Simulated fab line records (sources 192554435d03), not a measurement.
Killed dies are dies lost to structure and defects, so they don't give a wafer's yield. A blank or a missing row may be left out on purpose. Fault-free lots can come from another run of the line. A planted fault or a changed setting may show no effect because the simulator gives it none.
Split-lot experiment ; flow n5_finfet ; 7 lots, 21 wafers read, on a route of 1938 steps

== ON THE SPLIT ==
At N5_BEOL_M4_DESCUM_33 (chemistry O2, time 7 s), the setting time_s was moved away from the recipe's 7 s on 5 of the 21 wafers read, by -20.4% to +11.9%. For the rest of the wafers, this setting stayed at what the recipe calls for.

== FROM THE SPLIT TO THE READING: what the file shows between them, 3 steps ==
- N5_BEOL_M4_ETCH_77: etches underlayer in N2/H2, target depth 6.5 nm, time 5.2 s
- N5_BEOL_M4_ETCH_69: etches SiARC in CF4, target depth 15.6 nm, time 26 s
- N5_BEOL_M4_ALD_98: deposits SiO2, target thk 2.5 nm, pulse time 1 s, co reactant pulse time 1 s

== THE READING ==
CAR-EUV_of_BEOL_M4_COAT_22.thk_nm (the simulator's own value, which no gauge read), in nm, at N5_BEOL_M4_ETCHBACK_99 (etches SiO2 in CHF3, target depth 5 nm, time 10.4 s). There is no usual value for it anywhere in the file. Across the 16 wafers here that went through the recipe, the average is 10.4 nm and the standard deviation 0.12 nm.

wafer;tool, chamber at the split;time_s as run, s;against the recipe;CAR-EUV_of_BEOL_M4_COAT_22.thk_nm, nm;against lot-mates on the recipe
L077.2;rie_diel-05, 0,1,0;7;recipe;10.4;-
L077.4;rie_diel-05, 0,1,0;7;recipe;10.4;-
L077.6;rie_diel-05, 0,1,0;7;recipe;10.4;-
L075.1;rie_diel-04, 3,1;7;recipe;10.2;-
L075.3;rie_diel-04, 3,1;7;recipe;10.4;-
L075.4;rie_diel-04, 3;7;recipe;10.4;-
L084.1;rie_diel-04, 2,3;7;recipe;10.6;-
L084.2;rie_diel-04, 2,3;7;recipe;10.6;-
L084.3;rie_diel-04, 1;5.573;-20.4%;11.2;+0.6
L089.1;rie_diel-01, 3;7;recipe;10.4;-
L089.5;rie_diel-01, 3;7;recipe;10.4;-
L089.6;rie_diel-01, 0;5.81;-17.0%;11;+0.6
L088.2;rie_diel-04, 3,2,0;7;recipe;10.4;-
L088.6;rie_diel-04, 3,2,0;7;recipe;10.4;-
L088.3;rie_diel-04, 3,2,0;7;recipe;10.2;-
L092.1;rie_diel-01, 3,2;7.83;+11.9%;10;-0.6
L092.2;rie_diel-01, 1;7;recipe;10.6;-
L092.3;rie_diel-01, 3,2;7.83;+11.9%;10.2;-0.4
L091.1;rie_diel-01, 3,0;7;recipe;10.2;-
L091.2;rie_diel-01, 3,0;7;recipe;10.4;-
L091.3;rie_diel-01, 1;6.072;-13.3%;10.8;+0.5
The file does not say which wafer passed through which chamber wherever a row lists several chambers: such a row stands for several wafers.

FIT RESULTS
A straight line over all 21 wafers: CAR-EUV_of_BEOL_M4_COAT_22.thk_nm changes by -0.0332 nm for each +1% of time_s; r = -0.90; the points scatter about the line by 0.12 nm.
The same after taking each lot's own level away (the mean of its wafers on the recipe; 21 wafers): -0.0355 nm for each +1%; r = -0.96; scatter 0.079 nm.
According to that fit, moving time_s by its largest amount changes the reading by 0.72 nm.
From 10.30 to 10.60 nm: that is the span of the lots' own levels, equal to 2.4 times the standard deviation above.
The two slopes are in agreement: the lot-to-lot level therefore moves the slope only a little.
Check: with one of the wafers moved furthest among these (-20.4%) left out of the fit, the line predicts +0.778 nm for it against its lot-mates. Against them it came out at +0.6 nm.

== FURTHER SPLITS ON THESE WAFERS ==
Note: prior to the reading, these wafers also went through further splits. Each is held against what the fit with the lots' levels taken away leaves over:
other split on the same wafers;wafers away from the commonest value;r with CAR-EUV_of_BEOL_M4_COAT_22.thk_nm (lot level and that fit taken away)
N5_BEOL_M4_COAT_62 spin_rpm;7;+0.10

== THE WHOLE CHAIN: every reading that the file lists as answering this split, in the file's order ==
step;what it does;reading;change (the file's fit);r (the file's)
N5_BEOL_M4_DESCUM_33;chemistry O2, time 7 s;CAR-EUV_of_BEOL_M4_COAT_22.thk_nm (the simulator's own value, which no gauge read);-0.0318 nm for each +1% of the setting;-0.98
N5_BEOL_M4_ETCH_77;etches underlayer in N2/H2, target depth 6.5 nm, time 5.2 s;CAR-EUV_of_BEOL_M4_COAT_22.thk_nm (the simulator's own value, which no gauge read);-0.0353 nm for each +1% of the setting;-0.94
N5_BEOL_M4_ETCH_69;etches SiARC in CF4, target depth 15.6 nm, time 26 s;CAR-EUV_of_BEOL_M4_COAT_22.thk_nm (the simulator's own value, which no gauge read);-0.0327 nm for each +1% of the setting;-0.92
N5_BEOL_M4_ETCHBACK_99;etches SiO2 in CHF3, target depth 5 nm, time 10.4 s;CAR-EUV_of_BEOL_M4_COAT_22.thk_nm (the simulator's own value, which no gauge read);-0.0343 nm for each +1% of the setting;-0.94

== THE FILE'S OWN FIT ==
CAR-EUV_of_BEOL_M4_COAT_22.thk_nm changes by -0.0343 nm for each +1% of time_s, r = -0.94.
